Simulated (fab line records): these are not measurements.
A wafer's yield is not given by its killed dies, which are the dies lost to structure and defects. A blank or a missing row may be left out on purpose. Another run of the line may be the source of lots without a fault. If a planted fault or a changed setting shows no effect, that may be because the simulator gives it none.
What tool caused it? :: flow n5 finfet :: Sampling: 11 lots, 33 wafers, 4 of 1938 route steps

== WHAT THE GAUGES SHOWED, per wafer ==
N5_MOL_CONTACT_COAG_THK_MEAS_53. Usual: VIA_MOL_THK gives 43.7 nm (standard deviation 0.63).
lot: L682
measured: day 5 08:47
on: film metro-01
VIA_MOL_THK (nm): 43.1 43.3 44.1
flag: 

lot: L683
measured: day 5 12:58
on: film metro-02
VIA_MOL_THK (nm): 43.5 44.6 43.9
flag: 

lot: L684
measured: day 5 19:49
on: film metro-01
VIA_MOL_THK (nm): 44.0 44.1 44.5
flag: 

lot: L686
measured: day 6 05:58
on: film metro-02
VIA_MOL_THK (nm): 44.3 44.1 44.4
flag: 

lot: L688
measured: day 6 14:54
on: film metro-02
VIA_MOL_THK (nm): 43.7 43.6 44.0
flag: 

lot: L694
measured: day 8 09:33
on: film metro-01
VIA_MOL_THK (nm): 43.2 43.3 43.4
flag: 

lot: L695
measured: day 8 15:28
on: film metro-01
VIA_MOL_THK (nm): 43.6 43.5 44.5
flag: 

lot: L698
measured: day 9 04:28
on: film metro-01
VIA_MOL_THK (nm): 42.3 43.6 43.5
flag: 

lot: L700
measured: day 9 20:06
on: film metro-01
VIA_MOL_THK (nm): 43.1 43.3 43.9
flag: 

lot: L704
measured: day 10 19:12
on: film metro-01
VIA_MOL_THK (nm): 43.8 44.8 44.6
flag: 

lot: L705
measured: day 11 00:27
on: film metro-01
VIA_MOL_THK (nm): 44.3 42.8 44.0
flag: 

== EACH LOT AND THE TOOL THAT RAN IT (in order: tool; ch and the chambers of the sampled wafers; start) ==
lot: L682
N5_MOL_CONTACT_COAG_VIA_ETCH_46: rie diel-04 ch 0,1,2, day 5 06:04
N5_MOL_CONTACT_COAG_ETCH_65: rie diel-05 ch 2,3, day 5 07:07
N5_MOL_CONTACT_COAG_STRIP_49: plasma asher-01 ch 0,1, day 5 07:54

lot: L683
N5_MOL_CONTACT_COAG_VIA_ETCH_46: rie diel-05 ch 0,1,3, day 5 09:40
N5_MOL_CONTACT_COAG_ETCH_65: rie diel-01 ch 0,3, day 5 11:26
N5_MOL_CONTACT_COAG_STRIP_49: plasma asher-02 ch 0,1, day 5 12:04

lot: L684
N5_MOL_CONTACT_COAG_VIA_ETCH_46: rie diel-05 ch 0,1,2, day 5 17:11
N5_MOL_CONTACT_COAG_ETCH_65: rie diel-04 ch 0,1, day 5 18:15
N5_MOL_CONTACT_COAG_STRIP_49: plasma asher-01 ch 0,1, day 5 18:55

lot: L686
N5_MOL_CONTACT_COAG_VIA_ETCH_46: rie diel-04 ch 0,1,3, day 6 01:33
N5_MOL_CONTACT_COAG_ETCH_65: rie diel-04 ch 0,3, day 6 03:31
N5_MOL_CONTACT_COAG_STRIP_49: plasma asher-01 ch 0,1, day 6 05:04

lot: L688
N5_MOL_CONTACT_COAG_VIA_ETCH_46: rie diel-04 ch 1,3, day 6 12:34
N5_MOL_CONTACT_COAG_ETCH_65: rie diel-01 ch 1,2, day 6 13:22
N5_MOL_CONTACT_COAG_STRIP_49: plasma asher-01 ch 0,1, day 6 14:01

lot: L694
N5_MOL_CONTACT_COAG_VIA_ETCH_46: rie diel-01 ch 2,3, day 8 07:12
N5_MOL_CONTACT_COAG_ETCH_65: rie diel-01 ch 0,3, day 8 08:01
N5_MOL_CONTACT_COAG_STRIP_49: plasma asher-02 ch 0,1, day 8 08:40

lot: L695
N5_MOL_CONTACT_COAG_VIA_ETCH_46: rie diel-01 ch 2,3, day 8 12:47
N5_MOL_CONTACT_COAG_ETCH_65: rie diel-01 ch 0,1,3, day 8 13:35
N5_MOL_CONTACT_COAG_STRIP_49: plasma asher-02 ch 1, day 8 14:14

lot: L698
N5_MOL_CONTACT_COAG_VIA_ETCH_46: rie diel-04 ch 1,3, day 9 01:59
N5_MOL_CONTACT_COAG_ETCH_65: rie diel-05 ch 1,2,3, day 9 02:56
N5_MOL_CONTACT_COAG_STRIP_49: plasma asher-01 ch 0,1, day 9 03:34

lot: L700
N5_MOL_CONTACT_COAG_VIA_ETCH_46: rie diel-05 ch 1,2,3, day 9 17:32
N5_MOL_CONTACT_COAG_ETCH_65: rie diel-01 ch 0,1,2, day 9 18:20
N5_MOL_CONTACT_COAG_STRIP_49: plasma asher-01 ch 1, day 9 19:12

lot: L704
N5_MOL_CONTACT_COAG_VIA_ETCH_46: rie diel-01 ch 0,1, day 10 16:38
N5_MOL_CONTACT_COAG_ETCH_65: rie diel-05 ch 1,2,3, day 10 17:37
N5_MOL_CONTACT_COAG_STRIP_49: plasma asher-02 ch 0,1, day 10 18:19

lot: L705
N5_MOL_CONTACT_COAG_VIA_ETCH_46: rie diel-05 ch 2,3, day 10 21:56
N5_MOL_CONTACT_COAG_ETCH_65: rie diel-05 ch 2,3, day 10 22:45
N5_MOL_CONTACT_COAG_STRIP_49: plasma asher-01 ch 0,1, day 10 23:34
- N5_MOL_CONTACT_COAG_VIA_ETCH_46: etches SiO2 in C4F6/O2, target depth 46 nm, overetch 9.2 nm, time 40 s.
- N5_MOL_CONTACT_COAG_ETCH_65: etches underlayer in N2/H2, target depth 13 nm, time 10.4 s.
- N5_MOL_CONTACT_COAG_STRIP_49: strips in N2/H2, time 30 s.

== WHAT THE TOOLS THEMSELVES READ (means of the sampled wafers that have a number; where no wafer has one, the mark that the record gives instead) ==
N5_MOL_CONTACT_COAG_VIA_ETCH_46. Usual: value, then standard deviation, for each; drypump motor current A 5.4 A / 0.56; oes_o_777_au 0.77 a.u. / 0.092; oes product au 0.69 a.u. / 0.083; rf fwd power W 323.0 W / 1.1; rf vpp V 1594 V / 47; showerhead plenum p Torr 2.81 Torr / 0.091; throttle valve pct 41.0 % / 0.64.
lot: L682
tool: rie diel-04
drypump motor current A (A): 5.4
oes_o_777_au (a.u.): 0.71
oes product au (a.u.): 0.63
rf fwd power W (W): 322.7
rf vpp V (V): 1589
showerhead plenum p Torr (Torr): 2.73
throttle valve pct (%): 40.7
flag: 

lot: L683
tool: rie diel-05
drypump motor current A (A): 5.7
oes_o_777_au (a.u.): 0.73
oes product au (a.u.): 0.65
rf fwd power W (W): 324.2
rf vpp V (V): 1579
showerhead plenum p Torr (Torr): 2.76
throttle valve pct (%): 40.9
flag: 

lot: L684
tool: rie diel-05
drypump motor current A (A): 5.9
oes_o_777_au (a.u.): 0.75
oes product au (a.u.): 0.69
rf fwd power W (W): 323.3
rf vpp V (V): 1602
showerhead plenum p Torr (Torr): 2.81
throttle valve pct (%): 40.7
flag: 

lot: L686
tool: rie diel-04
drypump motor current A (A): 5.2
oes_o_777_au (a.u.): 0.68
oes product au (a.u.): 0.64
rf fwd power W (W): 323.5
rf vpp V (V): 1635
showerhead plenum p Torr (Torr): 2.81
throttle valve pct (%): 41.1
flag: 

lot: L688
tool: rie diel-04
drypump motor current A (A): 5.2
oes_o_777_au (a.u.): 0.67
oes product au (a.u.): 0.62
rf fwd power W (W): 322.9
rf vpp V (V): 1636
showerhead plenum p Torr (Torr): 2.76
throttle valve pct (%): 40.6
flag: 

lot: L694
tool: rie diel-01
drypump motor current A (A): 5.8
oes_o_777_au (a.u.): 0.66
oes product au (a.u.): 0.60
rf fwd power W (W): 321.6
rf vpp V (V): 1563
showerhead plenum p Torr (Torr): 2.77
throttle valve pct (%): 40.1
flag: 

lot: L695
tool: rie diel-01
drypump motor current A (A): 5.3
oes_o_777_au (a.u.): 0.67
oes product au (a.u.): 0.61
rf fwd power W (W): 322.6
rf vpp V (V): 1580
showerhead plenum p Torr (Torr): 2.77
throttle valve pct (%): 40.1
flag: 

lot: L698
tool: rie diel-04
drypump motor current A (A): 5.0
oes_o_777_au (a.u.): 0.75
oes product au (a.u.): 0.69
rf fwd power W (W): 323.3
rf vpp V (V): 1664
showerhead plenum p Torr (Torr): 2.96
throttle valve pct (%): 41.5
flag: 

lot: L700
tool: rie diel-05
drypump motor current A (A): 5.5
oes_o_777_au (a.u.): 0.76
oes product au (a.u.): 0.68
rf fwd power W (W): 323.3
rf vpp V (V): 1574
showerhead plenum p Torr (Torr): 2.78
throttle valve pct (%): 41.1
flag: 

lot: L704
tool: rie diel-01
drypump motor current A (A): 4.8
oes_o_777_au (a.u.): 0.80
oes product au (a.u.): 0.74
rf fwd power W (W): 322.7
rf vpp V (V): 1618
showerhead plenum p Torr (Torr): 2.84
throttle valve pct (%): 41.5
flag: 

lot: L705
tool: rie diel-05
drypump motor current A (A): 5.0
oes_o_777_au (a.u.): 0.76
oes product au (a.u.): 0.66
rf fwd power W (W): 322.6
rf vpp V (V): 1549
showerhead plenum p Torr (Torr): 2.77
throttle valve pct (%): 40.9
flag: 

N5_MOL_CONTACT_COAG_ETCH_65. Usual: value, then standard deviation, for each; drypump motor current A 5.3 A / 0.53; etch rf on time s 10.56 s / 0.28; oes product au 0.65 a.u. / 0.089; rf fwd power W 819.2 W / 2.3; rf vpp V 523.5 V / 2.5; showerhead plenum p Torr 2.52 Torr / 0.08; throttle valve pct 17.84 % / 0.25.
lot: L682
tool: rie diel-05
drypump motor current A (A): 5.1
etch rf on time s (s): 10.22
oes product au (a.u.): 0.72
rf fwd power W (W): 818.0
rf vpp V (V): 525.0
showerhead plenum p Torr (Torr): 2.53
throttle valve pct (%): 17.48
flag: 

lot: L683
tool: rie diel-01
drypump motor current A (A): 4.9
etch rf on time s (s): 10.49
oes product au (a.u.): 0.58
rf fwd power W (W): 819.1
rf vpp V (V): 523.8
showerhead plenum p Torr (Torr): 2.51
throttle valve pct (%): 17.77
flag: 

lot: L684
tool: rie diel-04
drypump motor current A (A): 5.4
etch rf on time s (s): 10.74
oes product au (a.u.): 0.59
rf fwd power W (W): 818.5
rf vpp V (V): 521.8
showerhead plenum p Torr (Torr): 2.44
throttle valve pct (%): 18.07
flag: 

lot: L686
tool: rie diel-04
drypump motor current A (A): 5.3
etch rf on time s (s): 10.56
oes product au (a.u.): 0.60
rf fwd power W (W): 818.6
rf vpp V (V): 525.0
showerhead plenum p Torr (Torr): 2.55
throttle valve pct (%): 18.22
flag: 

lot: L688
tool: rie diel-01
drypump motor current A (A): 5.8
etch rf on time s (s): 10.80
oes product au (a.u.): 0.59
rf fwd power W (W): 821.4
rf vpp V (V): 524.8
showerhead plenum p Torr (Torr): 2.56
throttle valve pct (%): 17.98
flag: 

lot: L694
tool: rie diel-01
drypump motor current A (A): 4.9
etch rf on time s (s): 10.59
oes product au (a.u.): 0.65
rf fwd power W (W): 818.1
rf vpp V (V): 521.7
showerhead plenum p Torr (Torr): 2.50
throttle valve pct (%): 17.70
flag: 

lot: L695
tool: rie diel-01
drypump motor current A (A): 4.9
etch rf on time s (s): 10.56
oes product au (a.u.): 0.66
rf fwd power W (W): 821.0
rf vpp V (V): 523.9
showerhead plenum p Torr (Torr): 2.53
throttle valve pct (%): 17.75
flag: 

lot: L698
tool: rie diel-05
drypump motor current A (A): 5.5
etch rf on time s (s): 10.61
oes product au (a.u.): 0.65
rf fwd power W (W): 820.0
rf vpp V (V): 521.3
showerhead plenum p Torr (Torr): 2.48
throttle valve pct (%): 17.78
flag: 

lot: L700
tool: rie diel-01
drypump motor current A (A): 5.3
etch rf on time s (s): 10.61
oes product au (a.u.): 0.65
rf fwd power W (W): 819.2
rf vpp V (V): 523.0
showerhead plenum p Torr (Torr): 2.53
throttle valve pct (%): 17.86
flag: 

lot: L704
tool: rie diel-05
drypump motor current A (A): 5.5
etch rf on time s (s): 10.54
oes product au (a.u.): 0.64
rf fwd power W (W): 818.8
rf vpp V (V): 521.9
showerhead plenum p Torr (Torr): 2.48
throttle valve pct (%): 17.80
flag: 

lot: L705
tool: rie diel-05
drypump motor current A (A): 5.0
etch rf on time s (s): 10.24
oes product au (a.u.): 0.64
rf fwd power W (W): 818.6
rf vpp V (V): 521.4
showerhead plenum p Torr (Torr): 2.47
throttle valve pct (%): 17.76
flag: 

N5_MOL_CONTACT_COAG_STRIP_49. Usual: drypump motor current A 5.4 A, standard deviation 0.4; h2 flow sccm 3250 sccm, standard deviation 9.1; heater power w 313 W, standard deviation 10.
lot: L682
tool: plasma asher-01
drypump motor current A (A): 5.2
h2 flow sccm (sccm): 3240
heater power w (W): 305
flag: 

lot: L683
tool: plasma asher-02
drypump motor current A (A): 5.3
h2 flow sccm (sccm): 3241
heater power w (W): 328
flag: 

lot: L684
tool: plasma asher-01
drypump motor current A (A): 5.5
h2 flow sccm (sccm): 3257
heater power w (W): 309
flag: 

lot: L686
tool: plasma asher-01
drypump motor current A (A): 5.2
h2 flow sccm (sccm): 3260
heater power w (W): 302
flag: 

lot: L688
tool: plasma asher-01
drypump motor current A (A): 5.5
h2 flow sccm (sccm): 3258
heater power w (W): 308
flag: 

lot: L694
tool: plasma asher-02
drypump motor current A (A): -
h2 flow sccm (sccm): -
heater power w (W): -
flag: OFF

lot: L695
tool: plasma asher-02
drypump motor current A (A): -
h2 flow sccm (sccm): -
heater power w (W): -
flag: OFF

lot: L698
tool: plasma asher-01
drypump motor current A (A): 5.5
h2 flow sccm (sccm): 3237
heater power w (W): 308
flag: 

lot: L700
tool: plasma asher-01
drypump motor current A (A): 4.9
h2 flow sccm (sccm): 3244
heater power w (W): 309
flag: 

lot: L704
tool: plasma asher-02
drypump motor current A (A): 5.3
h2 flow sccm (sccm): 3249
heater power w (W): 325
flag: 

lot: L705
tool: plasma asher-01
drypump motor current A (A): 5.2
h2 flow sccm (sccm): 3252
heater power w (W): 308
flag: 

== THE ANSWER, worked out from the rows above alone ==
Rule: take the mean of a lot's wafers that have a number; if it is more than 3 standard deviations from the usual mean, the lot is off. A lot without any number at a reading at which 4 lots or more have one is off too. Where the step has rows for the other lots, those lots are counted as sound. Order of review: gauges by route order, followed by the tools' own readings, for which a lot's mean as printed above is used. At the first step where some lot is off, the reading lying furthest off is the one used; lots without a number count as furthest.
Off: L694, L695 (N5_MOL_CONTACT_COAG_STRIP_49, drypump motor current A). Without a number there: L694, L695.
A tool fits if, at that step or a process step before it, it ran every lot that is off, and no sound lot after the first of them. No candidate that was tried fits.

== WHAT HAD BEEN PUT IN BY THE SIMULATOR ==
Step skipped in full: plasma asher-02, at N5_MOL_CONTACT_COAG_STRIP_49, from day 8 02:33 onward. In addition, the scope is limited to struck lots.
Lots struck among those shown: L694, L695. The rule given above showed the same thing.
